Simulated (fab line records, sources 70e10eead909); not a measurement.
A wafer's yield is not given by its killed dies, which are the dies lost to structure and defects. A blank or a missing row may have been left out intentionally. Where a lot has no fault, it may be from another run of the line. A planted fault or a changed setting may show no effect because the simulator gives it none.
fab line records | flow nandHarc
record: lots: 7 | wafers: 21 | lastDay: 33
route steps=1302 shown A_DECK1_JOINT@530 END@1302
lots untouched by any fault: they come from a run of this same line in which no faults occurred
startH: hours from the record's first day to the start of the lot's first wafer shown | waitH: how many hours have passed since the lot's step before this one | " repeats the value in the row above | L1.1+2: several wafers, shown together as one row | - no value, or no start given | * or withheld: withheld | < > ~ a bound
route shown NAME@n: names a module that has steps shown in the file, with the first one's number in the route | usual: average and standard deviation across the fault-free wafers | same: alike in all rows | chamber/n: place in a boat | sites: per-site readings | _std_site: standard deviation of those values | _edge_site: outer sites' mean less inner sites' | radiusMm: for every site, how far away it sits from the centre of the wafer | mask NAME#n: copy n | behind: the last tool/chamber to shape the wafer | hold: cause of the lot's hold/its duration in hours/its outcome | device: which transistor (n, p or np) failed to switch | end of line: the tests these same wafers got at the end of their route | for a step that has no rows: nothing shown but its recipe | killed: dies that structure and defects cost at the first sort, which is not the same as the wafer's yield | map: the dies of a wafer, with x for killed, . for not killed, _ for no die there
set.NAME: the setting that was run; set.NAME@STEP: the one run at that earlier step | model.NAME: the simulator's own value behind a step, which no gauge read
lots seen at some steps along the route; tables by step, rows by wafer
services: the hour from which a tool's chamber was out of use, counted from the record's first day as startH (under 0 if before that day), plus the number of hours and why
== steps ==
step: NHARC_A_DECK1_JOINT_ETCHBACK_00
recipe: targetDepthA: 300 | timeS: 17.4 | hbrFlowSccm: 150 | rfW: 350 | icpW: 350 | biasW: 60 | chemistry: HBr
usual: chamberPressureMTorr: 14.999/0.014 | drypumpMotorCurrentA: 5.6/0.53 | oesProductAu: 1.002/0.011 | throttleValvePct: 23.265/0.0087
same: timeS: 17.4
lot.wafer | tool     | chamber | startH | waitH | chamberPressureMTorr | drypumpMotorCurrentA | oesProductAu | rfHoursCounterH | throttleValvePct
L751.3    | rieSi-04 | 0       | 269.32 | 0.1   | 15.005               | 6.3                  | 1.014        | 0.56            | 23.265
L751.4    | "        | 1       | "      | "     | 15.004               | 5.5                  | 0.998        | 0.71            | 23.244
L751.2    | "        | 2       | "      | "     | 15.006               | 5.5                  | 1.015        | 0.65            | 23.248
L760.4    | rieSi-01 | 1       | 350.88 | 0.1   | 15.020               | 5.0                  | 0.994        | 0.93            | 23.259
L760.1    | "        | 2       | "      | "     | 15.001               | 5.5                  | 1.003        | 0.90            | 23.260
L760.5    | "        | 1       | "      | "     | 15.007               | 5.0                  | 0.997        | -               | 23.262
L765.3    | rieSi-01 | 0       | 398.29 | 0.1   | 15.007               | 6.5                  | 1.010        | 0.14            | 23.251
L765.2    | "        | 2       | "      | "     | 14.995               | 5.5                  | 0.979        | 0.13            | 23.254
L765.5    | "        | 0       | "      | "     | 15.003               | 6.5                  | 1.004        | -               | 23.281
L764.3    | rieSi-04 | 3       | 398.29 | 0.1   | 14.995               | 5.9                  | 1.019        | 0.32            | 23.277
L764.1    | "        | 1       | "      | "     | 15.004               | 5.5                  | 1.005        | 0.36            | 23.255
L764.6    | "        | 2       | "      | "     | 15.000               | 5.5                  | 1.020        | -               | 23.254
L766.1    | rieSi-01 | 1       | 411.36 | 0.1   | 14.968               | 5.0                  | 0.994        | 0.19            | 23.267
L766.2    | "        | 3       | "      | "     | 15.005               | 5.0                  | 1.001        | 0.19            | 23.264
L766.4    | "        | 0       | "      | "     | 14.992               | 6.5                  | 1.014        | 0.20            | 23.271
L769.4    | rieSi-01 | 1       | 441.91 | 0.1   | 15.005               | 5.0                  | 1.004        | 0.38            | 23.262
L769.6    | "        | 1       | "      | "     | 15.003               | 5.0                  | 0.985        | -               | 23.252
L769.5    | "        | 2       | "      | "     | 15.017               | 5.5                  | 0.987        | -               | 23.272
L773.1    | rieSi-01 | 0       | 479.38 | 0.1   | 14.970               | 6.5                  | 1.002        | 0.60            | 23.263
L773.3    | "        | 1       | "      | "     | 15.016               | 5.0                  | 0.986        | 0.64            | 23.249
L773.2    | "        | 2       | "      | "     | 14.998               | 5.5                  | 0.982        | 0.60            | 23.270
step: NHARC_A_DECK1_JOINT_PRECLEAN_30
recipe: timeS: * | tempC: 50 | bathAgeMin: 0 | chemistry: SC1
step: NHARC_A_DECK1_JOINT_SRD_31
step: NHARC_A_DECK1_JOINT_CVD_34
recipe: targetThkA: 200 | tempC: 700 | pressureMtorr: 300 | material: SiNx
step: NHARC_A_DECK1_JOINT_DEP_06
recipe: targetThkA: 800 | tempC: 65 | material: SiOx
step: NHARC_A_DECK1_JOINT_CURE_26
recipe: tempC: 150 | timeS: 32 | pressureAtm: 0.395
step: NHARC_A_DECK1_JOINT_ANNEAL_27
recipe: tempC: 400 | timeS: 3600 | idleTempC: 300 | rampUpCPerMin: 10 | densificationPH2oTorr: 640
step: NHARC_A_DECK1_JOINT_ANNEAL_28
recipe: tempC: 500 | timeS: 1800 | idleTempC: 400 | rampUpCPerMin: 10 | densificationPH2oTorr: 640
step: NHARC_A_DECK1_JOINT_ANNEAL_29
recipe: tempC: 750 | timeS: 1800 | idleTempC: 500 | rampUpCPerMin: 10 | rampDownCPerMin: 3
step: NHARC_A_DECK1_JOINT_CMP_02
recipe: material: SiOx
usual: motorCurrentA: 12.0/1.5 | retainingRingPressureFrac: 1.000/0.0045
lot.wafer | tool   | chamber | startH | waitH | motorCurrentA | retainingRingPressureFrac
L751.3    | cmp-04 | 3       | 292.25 | 0.4   | 11.9          | 0.995
L751.2    | "      | 0       | "      | "     | 12.4          | 0.999
L751.4    | "      | 2       | "      | "     | 11.9          | 0.999
L760.1    | cmp-01 | 1       | 374.13 | 0.4   | 11.9          | 1.003
L760.4    | "      | 2       | "      | "     | 11.1          | 1.001
L760.5    | "      | 1       | "      | "     | 12.4          | 0.999
L764.1    | cmp-01 | 0       | 421.07 | 0.4   | 11.5          | 0.996
L764.3    | "      | 1       | "      | "     | 12.3          | 0.998
L764.6    | "      | 0       | "      | "     | 11.1          | 0.999
L765.2    | cmp-04 | 1       | 421.10 | 0.4   | 12.6          | 0.996
L765.3    | "      | 3       | "      | "     | 11.6          | 0.994
L765.5    | "      | 1       | "      | "     | 12.3          | 1.003
L766.2    | cmp-01 | 3       | 437.52 | 0.4   | 11.6          | 0.999
L766.1    | "      | 0       | "      | "     | 11.3          | 1.010
L766.4    | "      | 1       | "      | "     | 12.0          | 0.993
L769.4    | cmp-03 | 2       | 468.61 | 0.4   | 12.5          | 0.995
L769.5    | "      | 0       | "      | "     | 11.9          | 0.997
L769.6    | "      | 1       | "      | "     | 10.5          | 1.009
L773.1    | cmp-01 | 1       | 503.97 | 0.4   | 13.0          | 0.994
L773.3    | "      | 2       | "      | "     | 10.9          | 0.997
L773.2    | "      | 3       | "      | "     | 11.1          | 0.998
step: NHARC_A_DECK1_JOINT_SRD_15
step: NHARC_A_DECK1_JOINT_DEP_16
recipe: targetThkA: 450 | tempC: 400 | pressureTorr: 6.5 | rfW: 900 | teosFlowSccm: 161.4 | flowSccm: 2650 | targetThkNm: 45 | gas: O2 | material: SiO2
usual: heaterPowerW: 507/89 | rfFwdPowerW: 896.8/2.9 | throttleValvePct: 15.7/0.48
lot.wafer | tool     | chamber | startH | waitH | heaterPowerW | rfFwdPowerW | throttleValvePct
L751.2    | pecvd-02 | 2       | 292.63 | 0.1   | 421          | 895.2       | 15.6
L751.3    | "        | 1       | "      | "     | 513          | 899.2       | 15.0
L751.4    | "        | 1       | "      | "     | 506          | 901.2       | 14.9
L760.1    | pecvd-04 | 1       | 374.59 | 0.1   | 477          | 897.8       | 16.0
L760.5    | "        | 2       | "      | "     | 489          | 893.3       | 15.3
L760.4    | "        | 1       | "      | "     | 483          | 893.9       | 15.7
L764.3    | pecvd-02 | 2       | 421.47 | 0.1   | 455          | 790.2       | 15.4
L764.1    | "        | 1       | "      | "     | 708          | 787.7       | 14.9
L764.6    | "        | 2       | "      | "     | 476          | 789.6       | 15.5
L765.2    | pecvd-02 | 1       | 421.64 | 0.3   | 630          | 788.6       | 14.9
L765.3    | "        | 0       | "      | "     | 418          | 792.3       | 15.7
L765.5    | "        | 2       | "      | "     | 504          | 791.1       | 15.3
L766.1    | pecvd-02 | 2       | 437.89 | 0.1   | 572          | 791.8       | 15.3
L766.2    | "        | 1       | "      | "     | 634          | 785.5       | 14.9
L766.4    | "        | 2       | "      | "     | 553          | 789.8       | 15.1
L769.6    | pecvd-01 | 1       | 469.06 | 0.2   | 508          | 897.2       | 15.8
L769.4    | "        | 2       | "      | "     | 516          | 899.4       | 16.7
L769.5    | "        | 0       | "      | "     | 559          | 892.9       | 15.5
L773.2    | pecvd-04 | 0       | 504.33 | 0.1   | 578          | 898.2       | 16.0
L773.1    | "        | 1       | "      | "     | 470          | 903.1       | 15.4
L773.3    | "        | 2       | "      | "     | 474          | 895.8       | 15.5
step: NHARC_A_DECK1_JOINT_THK_MEAS_17
recipe: thkMeasGauge: ellipsometry
usual: thkNm: 45.1/1.3
lot.wafer | tool         | chamber | startH | waitH | thkNm
L751.2    | filmMetro-01 | -       | 292.91 | 0.3   | 43.4
L751.3    | "            | -       | "      | "     | 45.6
L751.4    | "            | -       | "      | "     | 43.4
L760.1    | filmMetro-01 | -       | 374.81 | 0.2   | 43.8
L760.4    | "            | -       | "      | "     | 44.5
L760.5    | "            | -       | "      | "     | 46.6
L764.1    | filmMetro-02 | -       | 421.75 | 0.2   | 43.3
L764.3    | "            | -       | "      | "     | 45.0
L764.6    | "            | -       | "      | "     | 45.2
L765.2    | filmMetro-02 | -       | 421.95 | 0.3   | 42.2
L765.3    | "            | -       | "      | "     | 42.6
L765.5    | "            | -       | "      | "     | 45.6
L766.1    | filmMetro-02 | -       | 438.17 | 0.3   | 41.6
L766.2    | "            | -       | "      | "     | 40.4
L766.4    | "            | -       | "      | "     | 45.1
L769.4    | filmMetro-01 | -       | 469.26 | 0.1   | 46.5
L769.5    | "            | -       | "      | "     | 45.5
L769.6    | "            | -       | "      | "     | 45.8
L773.1    | filmMetro-01 | -       | 504.61 | 0.2   | 42.7
L773.2    | "            | -       | "      | "     | 45.9
L773.3    | "            | -       | "      | "     | 45.8
step: NHARC_END_SORT_01
recipe: tempC: 25
usual: killedAtArray: 50/20 | killedAtOther: 1.2/1.5 | killedAtPeriphery: 3.6/2.6 | killedDies: 55/20 | killedOpen: 3.4/2 | killedShort: 2.7/1.6
same: grossDies: 677
lot.wafer | tool      | chamber | startH | waitH | killedAtArray | killedAtOther | killedAtPeriphery | killedDies | killedOpen | killedShort
L751.2    | prober-02 | 0       | 582.79 | 2.8   | 85            | 0             | 2                 | 87         | 5          | 3
L751.3    | prober-02 | 0       | 583.60 | 3.1   | 84            | 4             | 4                 | 92         | 2          | 2
L751.4    | prober-02 | 0       | 584.41 | 3.4   | 70            | 3             | 3                 | 76         | 2          | 1
L764.1    | prober-02 | 0       | 711.83 | 2.5   | 44            | 0             | 14                | 58         | 3          | 5
L764.3    | prober-02 | 0       | 713.42 | 3.1   | 43            | 3             | 9                 | 55         | 2          | 3
L764.6    | prober-02 | 0       | 715.81 | 4.0   | 44            | 0             | 10                | 54         | 5          | 1
L766.1    | prober-02 | 0       | 731.71 | 2.5   | 92            | 1             | 9                 | 102        | 5          | 5
L766.2    | prober-02 | 0       | 732.52 | 2.8   | 68            | 0             | 9                 | 77         | 6          | 4
L766.4    | prober-02 | 0       | 734.14 | 3.4   | 61            | 0             | 8                 | 69         | 7          | 2
L769.4    | prober-01 | 0       | 747.43 | 3.4   | 20            | 2             | 2                 | 24         | 5          | 1
L769.5    | prober-01 | 0       | 748.23 | 3.7   | 52            | 1             | 0                 | 53         | 7          | 3
L769.6    | prober-01 | 0       | 749.03 | 4.0   | 61            | 1             | 3                 | 65         | 3          | 7
L773.1    | prober-02 | 0       | 780.73 | 2.5   | 40            | 1             | 2                 | 43         | 5          | 4
L773.2    | prober-02 | 0       | 781.52 | 2.8   | 64            | 0             | 3                 | 67         | 5          | 2
L773.3    | prober-02 | 0       | 782.32 | 3.1   | 58            | 1             | 4                 | 63         | 1          | 3
killed by level:class
L751.2 A_CHANNEL_HOLE_D1:chamberFilmFlake=30 A_CHANNEL_HOLE_D2:chamberFilmFlake=30 A_SLIT:chamberFilmFlake=9 A_STAIRCASE:chamberFilmFlake=4 A_CONTACT:chamberFilmFlake=3 A_BLC:geometricParticle:open=2 P_BONDPAD:chamberFilmFlake=2 A_CHANNEL_HOLE_D1:geometricParticle:open=1
L751.3 A_CHANNEL_HOLE_D2:chamberFilmFlake=30 A_CHANNEL_HOLE_D1:chamberFilmFlake=22 A_SLIT:chamberFilmFlake=19 A_CONTACT:chamberFilmFlake=7 THIN_TSV:chamberFilmFlake=3 P_GATE:chamberFilmFlake=2 A_BONDPAD:chamberFilmFlake=1 P_CONTACT:geometricParticle:open=1
L751.4 A_CHANNEL_HOLE_D2:chamberFilmFlake=26 A_CHANNEL_HOLE_D1:chamberFilmFlake=22 A_SLIT:chamberFilmFlake=6 A_CONTACT:chamberFilmFlake=6 THIN_TSV:chamberFilmFlake=3 A_M1:chamberFilmFlake=3 A_DECK1_JOINT:chamberFilmFlake=2 P_STI:geometricParticle:open=1
L764.1 A_CHANNEL_HOLE_D1:chamberFilmFlake=31 P_BONDPAD:chamberFilmFlake=6 A_SLIT:chamberFilmFlake=5 P_M0:chamberFilmFlake=4 P_M0:geometricParticle:short=2 A_SOURCE_PLATE:geometricParticle:short=2 P_M0:geometricParticle:open=1 A_DECK1_JOINT:geometricParticle:short=1
L764.3 A_CHANNEL_HOLE_D1:chamberFilmFlake=35 P_M0:chamberFilmFlake=3 P_BONDPAD:chamberFilmFlake=3 HYBRID_BOND:chamberFilmFlake=3 P_GATE:chamberFilmFlake=2 A_SLIT:chamberFilmFlake=2 P_STI:geometricParticle:short=1 A_SOURCE_PLATE:geometricParticle:short=1
L764.6 A_CHANNEL_HOLE_D1:chamberFilmFlake=36 A_SLIT:chamberFilmFlake=5 P_GATE:chamberFilmFlake=3 P_CONTACT:geometricParticle:open=2 P_M0:geometricParticle:open=2 A_DECK1_JOINT:chamberFilmFlake=2 P_STI:geometricParticle:open=1 A_SGD_CUT:geometricParticle:short=1
L766.1 A_SLIT:chamberFilmFlake=36 A_CHANNEL_HOLE_D1:chamberFilmFlake=35 A_CHANNEL_HOLE_D2:chamberFilmFlake=10 P_M0:geometricParticle:short=2 A_ONON_D2:geometricParticle:open=2 P_STI:chamberFilmFlake=2 P_GATE:chamberFilmFlake=2 A_DECK1_JOINT:chamberFilmFlake=2
L766.2 A_CHANNEL_HOLE_D1:chamberFilmFlake=28 A_CHANNEL_HOLE_D2:chamberFilmFlake=10 A_SLIT:chamberFilmFlake=10 A_CONTACT:chamberFilmFlake=8 P_GATE:chamberFilmFlake=4 P_GATE:geometricParticle:open=2 A_ONON_D1:geometricParticle:open=2 P_BONDPAD:chamberFilmFlake=2
L766.4 A_CHANNEL_HOLE_D1:chamberFilmFlake=35 A_SLIT:chamberFilmFlake=5 A_CHANNEL_HOLE_D2:chamberFilmFlake=5 P_GATE:chamberFilmFlake=4 A_STAIRCASE:chamberFilmFlake=4 A_CONTACT:chamberFilmFlake=3 A_ONON_D1:geometricParticle:open=2 A_DECK1_JOINT:chamberFilmFlake=2
L769.4 A_CHANNEL_HOLE_D1:chamberFilmFlake=5 A_CHANNEL_HOLE_D2:chamberFilmFlake=5 A_SLIT:chamberFilmFlake=4 A_M0:geometricParticle:open=2 THIN_TSV:chamberFilmFlake=2 P_M1:geometricParticle:open=1 A_ONON_D1:geometricParticle:open=1 A_DECK1_JOINT:geometricParticle:short=1
L769.5 A_CHANNEL_HOLE_D2:chamberFilmFlake=26 A_SLIT:chamberFilmFlake=11 A_CHANNEL_FILL_D2:geometricParticle:short=2 A_BLC:geometricParticle:open=2 A_M1:geometricParticle:open=2 A_STAIRCASE:chamberFilmFlake=2 A_CHANNEL_HOLE_D1:geometricParticle:open=1 A_CHANNEL_FILL_D2:geometricParticle:open=1
L769.6 A_SLIT:chamberFilmFlake=37 A_CHANNEL_HOLE_D1:chamberFilmFlake=7 A_CHANNEL_HOLE_D2:chamberFilmFlake=6 A_CHANNEL_FILL_D2:geometricParticle:short=3 A_STAIRCASE:chamberFilmFlake=3 P_CONTACT:geometricParticle:open=1 P_M0:geometricParticle:short=1 P_M0:geometricParticle:open=1
L773.1 A_STAIRCASE:chamberFilmFlake=8 A_CONTACT:chamberFilmFlake=8 A_CHANNEL_HOLE_D2:chamberFilmFlake=7 A_SLIT:chamberFilmFlake=5 A_SOURCE_PLATE:geometricParticle:short=2 A_ONON_D2:geometricParticle:open=2 A_CHANNEL_FILL_D2:geometricParticle:open=1 A_CHANNEL_FILL_D2:geometricParticle:short=1
L773.2 A_SLIT:chamberFilmFlake=25 A_CHANNEL_HOLE_D2:chamberFilmFlake=16 A_CONTACT:chamberFilmFlake=7 A_ZERO_WELL:chamberFilmFlake=3 A_WL_FILL:chamberFilmFlake=3 A_CHANNEL_FILL_D2:geometricParticle:open=2 P_BONDPAD:chamberFilmFlake=2 A_STAIRCASE:chamberFilmFlake=2
L773.3 A_SLIT:chamberFilmFlake=24 A_CHANNEL_HOLE_D2:chamberFilmFlake=22 A_STAIRCASE:chamberFilmFlake=6 A_CONTACT:chamberFilmFlake=3 P_M0:geometricParticle:short=1 A_CHANNEL_FILL_D1:geometricParticle:short=1 A_ONON_D2:geometricParticle:open=1 A_WL_FILL:geometricParticle:short=1
== services ==
tool     | chamber | startH | hours | kind
pecvd-02 | -       | 261.23 | 1.9   | repair
pecvd-04 | -       | 269.00 | 13.0  | pm
cmp-01   | -       | 283.50 | 4.0   | pm
cmp-04   | -       | 284.10 | 4.7   | repair
pecvd-04 | -       | 308.10 | 0.3   | repair
cmp-04   | -       | 315.89 | 1.5   | repair
cmp-04   | -       | 324.19 | 4.0   | pm
rieSi-04 | 0       | 325.36 | 26.2  | repair
cmp-04   | -       | 337.83 | 2.2   | repair
rieSi-04 | -       | 342.00 | 9.0   | pm
pecvd-02 | 1       | 349.80 | 28.0  | repair
cmp-04   | -       | 361.22 | 7.4   | repair
rieSi-01 | -       | 370.00 | 9.0   | pm
cmp-01   | -       | 381.50 | 4.0   | pm
pecvd-02 | -       | 408.47 | 13.0  | pm
cmp-01   | -       | 416.35 | 0.4   | repair
cmp-01   | -       | 418.09 | 0.7   | repair
cmp-01   | -       | 443.58 | 4.4   | repair
cmp-01   | -       | 449.88 | 0.6   | repair
cmp-01   | -       | 453.97 | 1.6   | repair
rieSi-01 | 1       | 474.46 | 3.6   | repair
rieSi-01 | -       | 475.84 | 0.4   | repair
cmp-01   | -       | 479.50 | 4.0   | pm
cmp-01   | -       | 491.61 | 1.1   | repair
== key ==
firstSign: step: NHARC_A_DECK1_JOINT_DEP_16 | reading: rfFwdPowerW | direction: down | sigmas: 37 | usual: * | struck: *
effect: step: NHARC_A_DECK1_JOINT_THK_MEAS_17 | reading: thkNm | direction: down | sigmas: 1.3 | usual: 45.1 | struck: 43.4
metAt NHARC_A_DECK1_JOINT_DEP_16
struckWafers L764.1,L764.3,L764.6,L765.2,L765.3,L765.5,L766.1,L766.2,L766.4
testerLeftOut L764,L765,L766
fault: kind: processParameterDrift | tool: pecvd-02 | chamber: - | onsetH: 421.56 | steps: NHARC_A_DECK1_JOINT_DEP_16 | channel: rfW | offset: * | shape: step | endH: 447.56 | actsIn: * | stated: *
testerLeftOut: of these lots the tester's yield and bins aren't shown, on N5 and GAA mostly nor the transistor test; their killed dies are dies lost to structure and defects alone, not to doping, threshold or leakage, so they don't give the yield
